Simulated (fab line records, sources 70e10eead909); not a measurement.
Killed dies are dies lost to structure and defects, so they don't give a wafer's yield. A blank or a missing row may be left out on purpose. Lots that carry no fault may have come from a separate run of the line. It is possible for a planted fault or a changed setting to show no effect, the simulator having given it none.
fab line records    flow nandHarc
record lots=24  wafers=72  lastDay=25
route steps=1159 shown A_BLC@982 A_M0@1018 A_BONDPAD@1082
lots that met no fault: taken from a fault-free run of the same line
startH: hours from the record's opening day to when the first of the lot's shown wafers began    waitH: hours from the lot's prior step to this one    " as in the row above    L1.1+2: a row that stands for several wafers    - no value, or no start given    * or withheld: withheld    < > ~ a bound
route shown NAME@n: NAME is a module with steps in the file, n the number in the route of the first one    usual: the fault-free wafers' mean and standard deviation    same: alike in all rows    chamber/n: place in a boat    sites: the reading at each site    _std_site: standard deviation of those values    _edge_site: outer sites' mean less inner sites'    radiusMm: how far each site lies from the wafer's centre    mask NAME#n: copy n    behind: the last tool/chamber to shape the wafer    hold: why the lot went on hold/how many hours it stayed there/how the hold came to an end    device: whichever transistor did not switch (one of n, p or np)    end of line: the route-end tests of the same wafers    a step given without rows: its recipe and nothing more    killed: at the first sort, the dies lost to defects and structure; wafer yield is something else    map: per-die view of a wafer (x killed, . not killed, _ where there is no die)
set.NAME: the setting the step ran with; set.NAME@STEP: the setting that earlier step ran with    model.NAME: the simulator's own value behind a step, which no gauge read
a sample of lots followed through the steps of the route, with each step as a table and each wafer as a row
services: from which hour (startH, from the record's first day; less than 0 if before it) a tool's chamber was out of use, for how many hours, and why
## steps
# step NHARC_A_BLC_STRIP_29
# recipe cf4FlowSccm=150  arFlowSccm=0  biasW=0  chemistry=CF4
# usual cf4FlowSccm=150.0/0.42  drypumpMotorCurrentA=5.8/0.42  oesProductAu=0.998/0.013  rfVppV=59.2/0.95  showerheadPlenumPTorr=1.74/0.073  throttleValvePct=13.283/0.0093
lot.wafer  tool        chamber  startH  waitH  cf4FlowSccm  drypumpMotorCurrentA  oesProductAu  rfHoursCounterH  rfVppV  showerheadPlenumPTorr  throttleValvePct
L075.2     rieDiel-02  3        392.63  0.1    149.4        6.0                   0.985         20               60.3    1.66                   13.291
L075.1     "           0        "       "      149.7        5.9                   0.999         17               57.9    1.66                   13.273
L075.3     "           1        "       "      149.9        6.1                   0.998         17               60.2    1.85                   13.278
L074.1     rieDiel-07  0        396.72  0.1    149.8        6.0                   1.004         17               59.6    1.85                   13.292
L074.5     "           0        "       "      149.6        6.0                   1.017         -                59.4    1.85                   13.270
L074.6     "           1        "       "      150.0        5.6                   0.999         -                59.7    1.67                   13.275
L077.1     rieDiel-07  1        401.23  0.1    149.9        5.6                   0.998         19               57.9    1.67                   13.277
L077.2     "           3        "       "      149.0        5.7                   1.014         20               60.1    1.80                   13.287
L077.6     "           1        "       "      150.2        5.6                   1.001         -                59.0    1.67                   13.284
L076.3     rieDiel-11  1        402.25  0.1    150.8        6.4                   1.011         3                60.2    1.81                   13.268
L076.1     "           3        "       "      150.3        5.0                   0.998         2                59.6    1.65                   13.280
L076.5     "           1        "       "      149.9        6.4                   1.014         -                59.5    1.81                   13.279
L079.3     rieDiel-11  1        404.48  0.1    149.2        6.3                   1.010         3                60.0    1.81                   13.286
L079.2     "           2        "       "      150.3        5.3                   0.979         3                59.5    1.73                   13.285
L079.6     "           3        "       "      149.8        5.0                   0.996         -                59.6    1.65                   13.303
L078.3     rieDiel-07  0        423.52  0.1    150.0        6.0                   1.010         1                59.3    1.85                   13.296
L078.4     "           2        "       "      150.0        6.4                   0.984         1                60.0    1.73                   13.305
L078.6     "           0        "       "      149.9        6.0                   1.006         -                60.6    1.85                   13.284
L081.3     rieDiel-11  0        435.73  0.1    150.0        5.9                   1.017         6                58.4    1.81                   13.279
L081.4     "           2        "       "      150.0        5.3                   1.008         6                59.6    1.73                   13.282
L081.6     "           0        "       "      150.6        5.8                   1.018         -                59.4    1.82                   13.274
L080.4     rieDiel-02  0        448.84  0.1    149.7        6.0                   0.994         37               56.1    1.66                   13.286
L080.3     "           1        "       "      149.8        6.2                   0.999         38               59.6    1.84                   13.284
L080.2     "           2        "       "      149.6        5.7                   0.976         40               58.1    1.72                   13.291
L083.1     rieDiel-11  3        449.45  0.1    150.1        5.0                   0.995         6                60.9    1.65                   13.277
L083.2     "           1        "       "      150.2        6.4                   1.017         7                59.3    1.81                   13.279
L083.5     "           3        "       "      150.1        5.0                   0.996         -                58.5    1.65                   13.297
L084.1     rieDiel-11  1        454.97  0.1    151.1        6.4                   1.005         7                59.6    1.81                   13.295
L084.5     "           3        "       "      150.3        5.0                   0.989         -                59.9    1.65                   13.280
L084.6     "           0        "       "      150.7        5.8                   1.000         -                58.7    1.81                   13.284
L082.1     rieDiel-02  0        455.82  0.1    150.6        6.0                   0.987         39               58.1    1.66                   13.291
L082.2     "           1        "       "      149.7        6.1                   1.005         40               58.1    1.84                   13.272
L082.5     "           0        "       "      149.8        6.0                   0.994         -                59.6    1.66                   13.284
L086.1     rieDiel-11  2        485.51  0.1    150.8        5.3                   0.989         10               60.8    1.73                   13.298
L086.3     "           1        "       "      149.9        6.4                   0.989         10               59.3    1.81                   13.282
L086.5     "           3        "       "      150.2        5.0                   0.980         -                58.1    1.65                   13.280
L087.2     rieDiel-07  3        486.26  0.1    150.7        5.7                   1.021         7                60.0    1.80                   13.291
L087.1     "           1        "       "      150.2        5.6                   1.013         8                57.5    1.67                   13.263
L087.3     "           2        "       "      149.9        6.4                   0.986         7                59.2    1.73                   13.278
L088.1     rieDiel-07  1        495.93  0.1    150.2        5.6                   0.985         9                60.7    1.67                   13.288
L088.2     "           2        "       "      150.0        6.4                   0.970         8                58.4    1.73                   13.273
L088.4     "           0        "       "      149.7        6.0                   1.001         -                58.4    1.85                   13.280
L085.2     rieDiel-07  0        496.53  0.1    149.8        6.0                   1.000         8                60.7    1.85                   13.292
L085.6     "           2        "       "      149.6        6.4                   0.976         -                58.9    1.73                   13.282
L085.5     "           0        "       "      150.3        6.0                   0.999         -                58.9    1.84                   13.265
L091.4     rieDiel-07  0        505.95  0.1    150.4        6.0                   1.005         9                59.8    1.84                   13.298
L091.6     "           3        "       "      149.6        5.7                   1.024         -                58.9    1.80                   13.286
L091.5     "           0        "       "      150.5        6.0                   1.003         -                58.8    1.85                   13.289
L090.1     rieDiel-11  1        506.59  0.1    150.5        6.3                   1.008         13               59.4    1.81                   13.281
L090.3     "           3        "       "      150.0        5.0                   0.989         11               57.5    1.65                   13.258
L090.5     "           3        "       "      149.4        5.0                   0.995         -                59.2    1.65                   13.285
L089.3     rieDiel-07  1        507.94  0.1    150.0        5.6                   1.002         10               60.3    1.67                   13.280
L089.6     "           1        "       "      149.7        5.6                   0.990         -                59.6    1.67                   13.284
L089.5     "           2        "       "      149.8        6.4                   0.982         -                60.0    1.73                   13.288
L092.1     rieDiel-07  2        517.45  0.1    149.9        6.5                   0.983         10               60.0    1.73                   13.284
L092.3     "           3        "       "      150.0        5.7                   1.028         9                58.7    1.80                   13.282
L092.4     "           0        "       "      149.8        6.0                   1.003         10               60.8    1.84                   13.291
L094.3     rieDiel-11  3        521.41  0.2    150.8        5.0                   0.988         14               58.4    1.65                   13.298
L094.1     "           0        "       "      149.7        5.8                   1.004         15               59.6    1.81                   13.287
L094.6     "           3        "       "      150.7        5.0                   0.987         -                58.2    1.65                   13.286
L093.1     rieDiel-02  2        522.20  0.2    150.1        5.7                   0.989         3                58.2    1.71                   13.288
L093.4     "           3        "       "      150.0        6.0                   0.993         3                59.2    1.65                   13.293
L093.3     "           1        "       "      149.3        6.1                   1.003         3                59.4    1.83                   13.282
L095.3     rieDiel-11  2        530.61  0.1    149.0        5.2                   0.976         14               61.1    1.73                   13.280
L095.5     "           2        "       "      150.1        5.3                   0.996         -                58.3    1.73                   13.276
L095.6     "           3        "       "      149.9        5.0                   0.982         -                59.2    1.65                   13.284
L096.3     rieDiel-07  1        530.88  0.1    150.2        5.6                   0.991         11               58.0    1.67                   13.287
L096.1     "           2        "       "      149.7        6.4                   0.980         11               59.4    1.73                   13.300
L096.2     "           3        "       "      150.3        5.7                   1.023         10               60.3    1.80                   13.290
L097.4     rieDiel-02  2        544.64  0.1    149.8        5.7                   0.975         12               58.3    1.71                   13.276
L097.3     "           0        "       "      149.5        5.9                   0.995         13               59.2    1.65                   13.293
L097.1     "           1        "       "      149.4        6.2                   1.010         13               59.5    1.83                   13.285
# step NHARC_A_M0_ANNEAL_30
# recipe tempC=225  timeS=90
# usual wafer_temp_C_max=225.9/0.34
# same timeS=90
lot.wafer  tool          chamber  startH  waitH  wafer_temp_C_max
L075.1     rtpAnneal-01  0        398.68  0.4    226.0
L075.2     "             0        "       "      225.7
L075.3     "             0        "       "      226.4
L074.1     rtpAnneal-02  0        402.54  -      225.3
L074.5     "             0        "       "      225.5
L074.6     "             0        "       "      225.7
L077.1     rtpAnneal-01  0        405.92  -      226.0
L077.2     "             0        "       "      225.9
L077.6     "             0        "       "      226.1
L076.1     rtpAnneal-02  0        407.23  0.4    225.9
L076.3     "             0        "       "      225.7
L076.5     "             0        "       "      225.6
L079.2     rtpAnneal-01  0        409.49  -      226.6
L079.3     "             0        "       "      226.2
L079.6     "             0        "       "      226.1
L078.3     rtpAnneal-02  0        433.14  -      225.6
L078.4     "             0        "       "      225.5
L078.6     "             0        "       "      225.8
L081.3     rtpAnneal-02  0        440.44  -      225.6
L081.4     "             0        "       "      225.6
L081.6     "             0        "       "      225.6
L080.2     rtpAnneal-01  0        457.25  -      226.4
L080.3     "             0        "       "      225.8
L080.4     "             0        "       "      226.1
L083.1     rtpAnneal-02  0        460.03  -      225.5
L083.2     "             0        "       "      225.3
L083.5     "             0        "       "      225.4
L084.1     rtpAnneal-02  0        464.31  -      225.7
L084.5     "             0        "       "      225.7
L084.6     "             0        "       "      225.8
L082.1     rtpAnneal-02  0        465.01  0.3    225.9
L082.2     "             0        "       "      225.9
L082.5     "             0        "       "      225.9
L086.1     rtpAnneal-02  0        501.58  -      225.5
L086.3     "             0        "       "      225.7
L086.5     "             0        "       "      225.5
L087.1     rtpAnneal-01  0        502.06  0.3    225.9
L087.2     "             0        "       "      226.0
L087.3     "             0        "       "      226.8
L088.1     rtpAnneal-01  0        507.41  -      226.2
L088.2     "             0        "       "      226.6
L088.4     "             0        "       "      225.8
L085.2     rtpAnneal-01  0        507.92  -      226.0
L085.5     "             0        "       "      226.4
L085.6     "             0        "       "      226.0
L091.4     rtpAnneal-02  0        519.20  0.3    225.5
L091.5     "             0        "       "      225.5
L091.6     "             0        "       "      225.4
L090.1     rtpAnneal-01  0        519.63  -      226.4
L090.3     "             0        "       "      226.2
L090.5     "             0        "       "      225.9
L089.3     rtpAnneal-02  0        520.50  0.3    225.9
L089.5     "             0        "       "      225.5
L089.6     "             0        "       "      225.5
L092.1     rtpAnneal-02  0        527.58  -      225.2
L092.3     "             0        "       "      225.7
L092.4     "             0        "       "      225.7
L094.1     rtpAnneal-01  0        527.76  0.3    226.6
L094.3     "             0        "       "      226.4
L094.6     "             0        "       "      226.3
L093.1     rtpAnneal-01  0        530.85  -      226.2
L093.3     "             0        "       "      226.2
L093.4     "             0        "       "      226.0
L096.1     rtpAnneal-01  0        538.02  0.3    226.1
L096.2     "             0        "       "      226.1
L096.3     "             0        "       "      226.1
L095.3     rtpAnneal-02  0        538.81  -      226.3
L095.5     "             0        "       "      225.5
L095.6     "             0        "       "      225.5
L097.1     rtpAnneal-01  0        554.16  -      226.1
L097.3     "             0        "       "      226.2
L097.4     "             0        "       "      226.1
# step NHARC_A_M0_DEP_32
# recipe targetThkA=300  tempC=370  targetThkNm=30  pressureTorr=3  flowSccm=200  rfW=450  material=SiCN
# usual heaterPowerW=560/56  showerheadVppV=1298/56
lot.wafer  tool      chamber  startH  waitH  heaterPowerW  showerheadVppV
L075.1     pecvd-04  2        399.64  0.1    634           1364
L075.2     "         0        "       "      632           1212
L075.3     "         1        "       "      456           1325
L074.1     pecvd-02  2        403.61  0.1    540           1456
L074.6     "         2        "       "      545           1451
L074.5     "         1        "       "      480           1361
L077.2     pecvd-01  2        406.90  0.1    554           1292
L077.1     "         0        "       "      547           1308
L077.6     "         0        "       "      523           1295
L076.3     pecvd-01  0        408.20  0.1    542           1283
L076.1     "         2        "       "      575           1269
L076.5     "         1        "       "      555           1254
L079.3     pecvd-01  2        410.45  0.1    626           1305
L079.2     "         0        "       "      503           1314
L079.6     "         2        "       "      633           1277
L078.3     pecvd-01  0        434.05  0.1    555           1290
L078.4     "         0        "       "      558           1302
L078.6     "         1        "       "      519           1238
L081.3     pecvd-01  0        441.30  0.1    599           1286
L081.6     "         0        "       "      604           1301
L081.4     "         2        "       "      629           1298
L080.2     pecvd-02  0        458.48  0.1    617           1365
L080.3     "         2        "       "      572           1439
L080.4     "         1        "       "      514           1361
L083.2     pecvd-01  2        461.30  0.1    509           1296
L083.1     "         0        "       "      485           1327
L083.5     "         0        "       "      481           1289
L084.1     pecvd-01  0        465.37  0.1    567           1308
L084.6     "         2        "       "      605           1292
L084.5     "         0        "       "      572           1288
L082.1     pecvd-01  0        465.98  0.1    565           1334
L082.2     "         2        "       "      590           1269
L082.5     "         2        "       "      591           1267
L086.3     pecvd-04  2        502.59  0.1    657           1344
L086.1     "         0        "       "      650           1218
L086.5     "         2        "       "      654           1343
L087.1     pecvd-02  0        503.04  0.1    552           1338
L087.2     "         1        "       "      572           1349
L087.3     "         2        "       "      573           1467
L088.2     pecvd-01  0        508.37  0.1    497           1274
L088.1     "         2        "       "      572           1264
L088.4     "         0        "       "      481           1288
L085.2     pecvd-01  0        508.87  0.1    514           1301
L085.6     "         2        "       "      519           1286
L085.5     "         1        "       "      469           1244
L091.4     pecvd-01  0        520.14  0.2    536           1305
L091.5     "         1        "       "      532           1259
L091.6     "         2        "       "      598           1288
L090.3     pecvd-04  1        520.76  0.1    485           1288
L090.1     "         2        "       "      617           1354
L090.5     "         2        "       "      609           1350
L089.3     pecvd-04  1        521.48  0.1    465           1293
L089.5     "         1        "       "      460           1295
L089.6     "         2        "       "      562           1360
L092.3     pecvd-04  2        528.55  0.1    652           1348
L092.1     "         0        "       "      625           1216
L092.4     "         1        "       "      424           1297
L094.3     pecvd-01  2        528.77  0.1    617           1287
L094.1     "         0        "       "      612           1291
L094.6     "         1        "       "      520           1251
L093.1     pecvd-04  0        531.87  0.1    596           1213
L093.3     "         1        "       "      497           1288
L093.4     "         1        "       "      492           1304
L096.3     pecvd-01  0        538.98  0.1    565           1289
L096.1     "         1        "       "      515           1257
L096.2     "         2        "       "      543           1273
L095.3     pecvd-02  2        539.75  0.1    507           1445
L095.5     "         2        "       "      506           1466
L095.6     "         0        "       "      589           1366
L097.1     pecvd-01  0        555.46  0.1    515           1308
L097.3     "         2        "       "      584           1293
L097.4     "         2        "       "      596           1293
# step NHARC_A_BONDPAD_DEGAS_25
# recipe tempC=300  timeS=60
# usual heaterPowerW=478/60
# same timeS=60
lot.wafer  tool           chamber  startH  waitH  heaterPowerW
L075.2     pvdSputter-01  -        406.69  -      510
L075.3     "              -        "       "      519
L075.1     "              -        "       "      478
L074.1     pvdSputter-01  -        410.57  -      378
L074.5     "              -        "       "      526
L074.6     "              -        "       "      379
L077.2     pvdSputter-03  -        414.10  -      378
L077.1     "              -        "       "      491
L077.6     "              -        "       "      426
L076.3     pvdSputter-02  -        415.45  -      497
L076.1     "              -        "       "      427
L076.5     "              -        "       "      496
L079.3     pvdSputter-02  -        417.75  -      594
L079.2     "              -        "       "      490
L079.6     "              -        "       "      466
L078.4     pvdSputter-01  -        441.31  -      505
L078.3     "              -        "       "      380
L078.6     "              -        "       "      529
L081.4     pvdSputter-01  -        448.47  -      367
L081.3     "              -        "       "      491
L081.6     "              -        "       "      375
L080.4     pvdSputter-02  -        465.61  -      573
L080.3     "              -        "       "      457
L080.2     "              -        "       "      443
L083.1     pvdSputter-03  -        468.36  -      402
L083.2     "              -        "       "      489
L083.5     "              -        "       "      399
L084.1     pvdSputter-02  -        472.20  -      588
L084.5     "              -        "       "      499
L084.6     "              -        "       "      456
L082.2     pvdSputter-01  -        473.51  -      376
L082.1     "              -        "       "      494
L082.5     "              -        "       "      488
L086.3     pvdSputter-02  -        509.79  -      435
L086.1     "              -        "       "      591
L086.5     "              -        "       "      468
L087.2     pvdSputter-01  -        510.17  -      515
L087.3     "              -        "       "      371
L087.1     "              -        "       "      484
L088.4     pvdSputter-02  -        515.94  -      429
L088.2     "              -        "       "      571
L088.1     "              -        "       "      481
L085.2     pvdSputter-03  -        516.29  -      406
L085.5     "              -        "       "      392
L085.6     "              -        "       "      467
L091.4     pvdSputter-02  -        527.23  -      595
L091.6     "              -        "       "      466
L091.5     "              -        "       "      429
L090.3     pvdSputter-01  -        528.06  -      554
L090.1     "              -        "       "      537
L090.5     "              -        "       "      559
L089.3     pvdSputter-03  -        529.11  -      496
L089.6     "              -        "       "      516
L089.5     "              -        "       "      405
L092.4     pvdSputter-02  -        535.69  -      486
L092.1     "              -        "       "      462
L092.3     "              -        "       "      443
L094.3     pvdSputter-02  -        536.39  -      579
L094.1     "              -        "       "      476
L094.6     "              -        "       "      506
L093.3     pvdSputter-03  -        539.15  -      400
L093.4     "              -        "       "      400
L093.1     "              -        "       "      466
L096.1     pvdSputter-01  -        545.99  -      546
L096.2     "              -        "       "      434
L096.3     "              -        "       "      554
L095.3     pvdSputter-02  -        546.71  -      597
L095.5     "              -        "       "      488
L095.6     "              -        "       "      461
L097.4     pvdSputter-02  -        562.54  -      586
L097.1     "              -        "       "      474
L097.3     "              -        "       "      430
# step NHARC_A_BONDPAD_THK_MEAS_20
# recipe thkMeasGauge=xrf
# usual thkNm=169.1/1.8
lot.wafer  tool          chamber  startH  waitH  thkNm
L075.1     filmMetro-02  -        408.11  -      170.4
L075.2     "             -        "       "      168.7
L075.3     "             -        "       "      167.7
L074.1     filmMetro-02  -        411.97  -      170.7
L074.5     "             -        "       "      171.0
L074.6     "             -        "       "      170.2
L077.1     filmMetro-02  -        415.49  -      171.6
L077.2     "             -        "       "      166.7
L077.6     "             -        "       "      167.8
L076.1     filmMetro-02  -        416.88  -      169.0
L076.3     "             -        "       "      170.3
L076.5     "             -        "       "      167.8
L079.2     filmMetro-01  -        419.14  -      168.7
L079.3     "             -        "       "      165.8
L079.6     "             -        "       "      167.1
L078.3     filmMetro-01  -        442.72  -      171.0
L078.4     "             -        "       "      169.1
L078.6     "             -        "       "      169.7
L081.3     filmMetro-02  -        449.97  -      170.3
L081.4     "             -        "       "      171.0
L081.6     "             -        "       "      169.6
L080.2     filmMetro-01  -        467.01  -      167.7
L080.3     "             -        "       "      170.3
L080.4     "             -        "       "      167.0
L083.1     filmMetro-01  -        470.43  -      167.6
L083.2     "             -        "       "      167.6
L083.5     "             -        "       "      167.0
L084.1     filmMetro-02  -        473.58  -      172.3
L084.5     "             -        "       "      170.3
L084.6     "             -        "       "      170.1
L082.1     filmMetro-01  -        474.92  -      167.8
L082.2     "             -        "       "      166.3
L082.5     "             -        "       "      168.4
L086.1     filmMetro-02  -        511.21  -      169.0
L086.3     "             -        "       "      172.2
L086.5     "             -        "       "      171.7
L087.1     filmMetro-02  -        511.59  -      168.6
L087.2     "             -        "       "      166.6
L087.3     "             -        "       "      169.5
L088.1     filmMetro-01  -        517.35  -      171.1
L088.2     "             -        "       "      167.7
L088.4     "             -        "       "      169.4
L085.2     filmMetro-01  -        517.73  -      168.5
L085.5     "             -        "       "      171.7
L085.6     "             -        "       "      167.8
L091.4     filmMetro-01  -        528.62  -      167.9
L091.5     "             -        "       "      168.3
L091.6     "             -        "       "      167.2
L090.1     filmMetro-01  -        529.47  -      169.1
L090.3     "             -        "       "      167.8
L090.5     "             -        "       "      169.4
L089.3     filmMetro-02  -        530.60  -      167.0
L089.5     "             -        "       "      169.1
L089.6     "             -        "       "      166.2
L092.1     filmMetro-02  -        537.12  -      167.8
L092.3     "             -        "       "      169.8
L092.4     "             -        "       "      167.1
L094.1     filmMetro-02  -        538.38  -      170.0
L094.3     "             -        "       "      168.6
L094.6     "             -        "       "      167.9
L093.1     filmMetro-02  -        540.63  -      170.6
L093.3     "             -        "       "      171.2
L093.4     "             -        "       "      170.5
L096.1     filmMetro-01  -        547.43  -      170.4
L096.2     "             -        "       "      170.1
L096.3     "             -        "       "      169.8
L095.3     filmMetro-01  -        548.10  -      171.3
L095.5     "             -        "       "      170.4
L095.6     "             -        "       "      169.7
L097.1     filmMetro-02  -        563.96  -      169.3
L097.3     "             -        "       "      168.5
L097.4     "             -        "       "      170.9
# step NHARC_A_BONDPAD_INSPECT_23
# usual rawDefectCount=492/140
lot.wafer  tool              chamber  startH  waitH  rawDefectCount
L075.1     defectInspect-01  -        408.33  0.0    349
L075.2     "                 -        "       "      378
L075.3     "                 -        "       "      301
L074.1     defectInspect-01  -        412.20  0.0    419
L074.5     "                 -        "       "      425
L074.6     "                 -        "       "      569
L077.1     defectInspect-02  -        415.72  0.0    474
L077.2     "                 -        "       "      360
L077.6     "                 -        "       "      794
L076.1     defectInspect-01  -        417.08  0.0    352
L076.3     "                 -        "       "      297
L076.5     "                 -        "       "      476
L079.2     defectInspect-02  -        419.34  0.0    512
L079.3     "                 -        "       "      719
L079.6     "                 -        "       "      445
L078.3     defectInspect-01  -        442.94  0.0    509
L078.4     "                 -        "       "      451
L078.6     "                 -        "       "      343
L081.3     defectInspect-02  -        450.20  0.0    447
L081.4     "                 -        "       "      504
L081.6     "                 -        "       "      486
L080.2     defectInspect-02  -        467.22  0.0    825
L080.3     "                 -        "       "      571
L080.4     "                 -        "       "      604
L083.1     defectInspect-01  -        470.68  0.0    328
L083.2     "                 -        "       "      312
L083.5     "                 -        "       "      289
L084.1     defectInspect-01  -        473.78  0.0    713
L084.5     "                 -        "       "      875
L084.6     "                 -        "       "      635
L082.1     defectInspect-02  -        475.15  0.0    469
L082.2     "                 -        "       "      593
L082.5     "                 -        "       "      424
L086.1     defectInspect-01  -        511.41  0.0    455
L086.3     "                 -        "       "      613
L086.5     "                 -        "       "      498
L087.1     defectInspect-01  -        511.81  0.0    577
L087.2     "                 -        "       "      521
L087.3     "                 -        "       "      568
L088.1     defectInspect-01  -        517.56  0.0    486
L088.2     "                 -        "       "      543
L088.4     "                 -        "       "      429
L085.2     defectInspect-01  -        517.96  0.0    430
L085.5     "                 -        "       "      368
L085.6     "                 -        "       "      399
L091.4     defectInspect-01  -        528.83  0.0    373
L091.5     "                 -        "       "      654
L091.6     "                 -        "       "      315
L090.1     defectInspect-01  -        529.67  0.0    562
L090.3     "                 -        "       "      705
L090.5     "                 -        "       "      879
L089.3     defectInspect-02  -        530.80  0.0    415
L089.5     "                 -        "       "      830
L089.6     "                 -        "       "      552
L092.1     defectInspect-02  -        537.34  0.0    515
L092.3     "                 -        "       "      453
L092.4     "                 -        "       "      435
L094.1     defectInspect-01  -        538.63  0.1    470
L094.3     "                 -        "       "      424
L094.6     "                 -        "       "      511
L093.1     defectInspect-01  -        540.86  0.0    449
L093.3     "                 -        "       "      729
L093.4     "                 -        "       "      651
L096.1     defectInspect-01  -        547.66  0.0    466
L096.2     "                 -        "       "      345
L096.3     "                 -        "       "      380
L095.3     defectInspect-02  -        548.33  0.0    425
L095.5     "                 -        "       "      519
L095.6     "                 -        "       "      483
L097.1     defectInspect-01  -        564.16  0.0    437
L097.3     "                 -        "       "      427
L097.4     "                 -        "       "      454
## services
tool           chamber  startH  hours  kind
rieDiel-02     0        369.04  2.8    repair
pecvd-04       -        376.11  13.0   pm
rieDiel-02     1        376.46  9.8    repair
rieDiel-07     1        377.19  1.6    repair
pvdSputter-03  -        379.14  15.3   repair
rieDiel-02     2        382.81  3.4    repair
rieDiel-07     -        388.79  0.7    repair
pvdSputter-02  -        392.00  10.0   pm
rieDiel-07     -        405.20  9.0    pm
pvdSputter-01  -        413.99  26.0   repair
pecvd-01       -        418.04  13.0   pm
rieDiel-11     3        421.63  3.0    repair
pecvd-04       -        438.58  0.4    repair
pvdSputter-02  -        445.98  0.9    repair
rieDiel-02     2        457.30  9.3    repair
pvdSputter-03  -        458.00  10.0   pm
pecvd-04       -        458.26  2.2    repair
rieDiel-11     2        500.99  8.2    repair
rieDiel-02     -        504.75  9.0    pm
pvdSputter-01  -        514.06  10.0   pm
rieDiel-07     -        520.18  6.1    repair
rieDiel-11     3        541.44  5.5    repair
rieDiel-11     -        543.56  9.0    pm
pecvd-04       -        557.11  13.0   pm
## key
fault none
